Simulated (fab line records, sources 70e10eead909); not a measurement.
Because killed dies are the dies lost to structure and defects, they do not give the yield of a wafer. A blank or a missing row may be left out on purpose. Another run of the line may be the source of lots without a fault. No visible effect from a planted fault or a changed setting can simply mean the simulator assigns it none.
A struck lot beside a sound one | flow nandHarc | 40 steps out of a route of 1302
Sound: these wafers, L147.4, L147.5, L147.6. Struck: wafer L153.3. (L153.5 of the same lot was not struck and is left out.) The cause comes at the end.
For every step that has rows: the tool of each side, followed by ch and its chambers, followed by its first start. Under that, the readings that differ: sound wafers | struck wafers | difference of the means | sigmas: that difference in standard deviations of wafers without a fault.
alike: readings whose means differ by less than 2 such deviations, and words and numbers that are the same on both sides. not compared: withheld readings, readings that some wafer has no value for, bounds like >300 that may hide the same value, and numbers for which the record gives no deviation and whose values overlap.
Wherever a step has rows on one side only, a row that says differs or no value, or a row with sigmas, the two part there. Non-overlapping numbers with no deviation appear without sigmas and do not part them. A reading missing from all wafers of one side parts the sides only when that side holds two or more wafers.

NHARC_A_BONDPAD_THK_MEAS_20: measures by xrf.
  struck on filmMetro-01, day 26 11:40; sound on filmMetro-02, day 23 18:54
reading    | sound             | struck | difference | sigmas
thkNm (nm) | 170.3 170.1 173.9 | 165.7  | -5.7       | -4
then, 1 step without rows for these wafers: NHARC_A_BONDPAD_SRD_21 (time 30 s, dry time 20 s).
NHARC_A_BONDPAD_INSPECT_23:
  struck on defectInspect-01, day 26 11:53; sound on defectInspect-02, day 23 19:06
  alike: rawDefectCount
then, 5 steps without rows for these wafers: NHARC_HYBRID_BOND_ACTIVATE_00 (chemistry N2, time 60 s); NHARC_HYBRID_BOND_PRECLEAN_01 (cleans in DIW, time 300 s); NHARC_HYBRID_BOND_SRD_02 (time 30 s, dry time 20 s); NHARC_HYBRID_BOND_BOND_03; NHARC_HYBRID_BOND_ANNEAL_04 (time 7200 s).
NHARC_HYBRID_BOND_OVL_MEAS_05:
  struck on overlay-02, day 26 21:29; sound on overlay-01, day 24 04:37
reading         | sound    | struck | difference | sigmas
overlayXNm (nm) | -7 41 21 | -63    | -81        | -2
  alike: overlayYNm
NHARC_HYBRID_BOND_INSPECT_06: inspects for defects (ir void).
  struck on defectInspect-01, day 26 21:32; sound on defectInspect-01, day 24 04:40
  alike: rawDefectCount
NHARC_THIN_TSV_GRIND_00:
  sound on grinder-01 ch 0, day 24 05:25; struck on grinder-01 ch 0, day 26 22:05
  alike: headPressurePsi, motorCurrentA
then, 13 steps without rows for these wafers: NHARC_THIN_TSV_CMP_01 (polishes); NHARC_THIN_TSV_SRD_03; NHARC_THIN_TSV_PRECLEAN_41 (cleans in SC1); NHARC_THIN_TSV_SRD_42; NHARC_THIN_TSV_DEP_43 (deposits SiO2, target thk 1328.5 nm); NHARC_THIN_TSV_DEHYDRATE_04 (time 120 s); NHARC_THIN_TSV_HMDS_05 (time 30 s); NHARC_THIN_TSV_COAT_06; NHARC_THIN_TSV_SOFTBAKE_07 (time 95 s); NHARC_THIN_TSV_EBR_08; NHARC_THIN_TSV_EXPOSE_09 (exposes mask TSV); NHARC_THIN_TSV_PEB_10 (peb time 85 s); NHARC_THIN_TSV_DEVELOP_11 (time 70 s).
NHARC_THIN_TSV_CD_MEAS_12: target cd 1000 nm.
  sound on cdSem-03 ch 0, day 24 07:22; struck on cdSem-01 ch 0, day 27 00:08
reading   | sound                | struck | difference | sigmas
cdNm (nm) | 1002.6 1002.2 1002.7 | 995.8  | -6.7       | -3
then, 1 step without rows for these wafers: NHARC_THIN_TSV_HARDBAKE_13 (time 80 s).
NHARC_THIN_TSV_DESCUM_14: chemistry O2, time 3 s.
  sound on rieDiel-10 ch 0,3, day 24 07:31; struck on rieDiel-09 ch 2, day 27 00:17
reading                      | sound          | struck | difference | sigmas
showerheadPlenumPTorr (Torr) | 2.03 2.01 2.03 | 1.81   | -0.21      | -3
  alike: drypumpMotorCurrentA, oesProductAu, rfVppV, throttleValvePct
  not compared: rfHoursCounterH
then, 1 step without rows for these wafers: NHARC_THIN_TSV_ETCH_44 (etches the open film in CF4/O2, target depth 1594.2 nm, time 797.1 s).
NHARC_THIN_TSV_ETCH_15: target depth 3000 nm, bosch target overetch cycles 2, bosch etch step 2.8 s.
  sound on rieSi-06 ch 0,3, day 24 08:11; struck on rieSi-02 ch 1, day 27 00:57
  alike: drypumpMotorCurrentA, heBacksideLeakSccm
  not compared: rfHoursCounterH
NHARC_THIN_TSV_CD_MEAS_16:
  struck on cdSem-03, day 27 01:06; sound on cdSem-02, day 24 08:19
reading   | sound                | struck | difference | sigmas
cdNm (nm) | 1003.3 1001.6 1003.9 | 995.9  | -7.0       | -3
then, 3 steps without rows for these wafers: NHARC_THIN_TSV_STRIP_45 (strips in O2); NHARC_THIN_TSV_STRIP_46 (strips in post etch residue remover, time 1200 s); NHARC_THIN_TSV_DEP_47 (deposits SiO2, target thk 200 nm).
NHARC_THIN_TSV_ETCHBACK_48: etches the open film in C4F8/Ar, target depth 1028.5 nm, time 405.17 s.
  sound on rieDiel-10 ch 2,3, day 24 09:35; struck on rieDiel-10 ch 1, day 27 02:26
reading             | sound          | struck | difference | sigmas
oesProductAu (a.u.) | 0.91 0.92 0.93 | 0.99   | +0.07      | +2
  alike: rfVppV
  not compared: rfHoursCounterH
then, 3 steps without rows for these wafers: NHARC_THIN_TSV_STRIP_62 (strips in N2/H2, time 20 s); NHARC_THIN_TSV_DEGAS_49 (time 120 s); NHARC_THIN_TSV_PRE_CLEAN_50 (time 30 s).
NHARC_THIN_TSV_PVD_19: deposits TaN, target thk 20 nm.
  sound on pvdSputter-03; struck on pvdSputter-01
  alike: throttleValvePct
NHARC_THIN_TSV_PVD_51: deposits Cu, target thk 100 nm.
  sound on pvdSputter-03; struck on pvdSputter-01
  alike: throttleValvePct
NHARC_END_SORT_01:
  sound on prober-01 ch 0, day 25 01:42; struck on prober-02 ch 0, day 27 16:48
reading                | sound          | struck | difference | sigmas
defectLimitedYield (%) | 91.7 92.5 91.4 | 0      | -92        | -33
killedAtOther          | 0 0 0          | 623    | +623       | +99 or more
killedDies             | 56 51 58       | 677    | +622       | +33
sort_bin_2_pct (%)     | 3.1 2.1 2.5    | 94.5   | +91.9      | +77
sortNPass              | 621 626 619    | 0      | -622       | -33
sortRimYieldPct (%)    | 93 92 94       | 0      | -93        | -20
sortYieldPct (%)       | 91.7 92.5 91.4 | 0      | -92        | -33
  alike: killedAtArray, killedAtPeriphery, killedOpen, killedShort, sort_bin_3_pct, sort_bin_4_pct

## WHERE THEY PART
Last at NHARC_END_SORT_01 as far as this record goes, first at NHARC_A_BONDPAD_THK_MEAS_20.

WHY: what had been put in by the simulator
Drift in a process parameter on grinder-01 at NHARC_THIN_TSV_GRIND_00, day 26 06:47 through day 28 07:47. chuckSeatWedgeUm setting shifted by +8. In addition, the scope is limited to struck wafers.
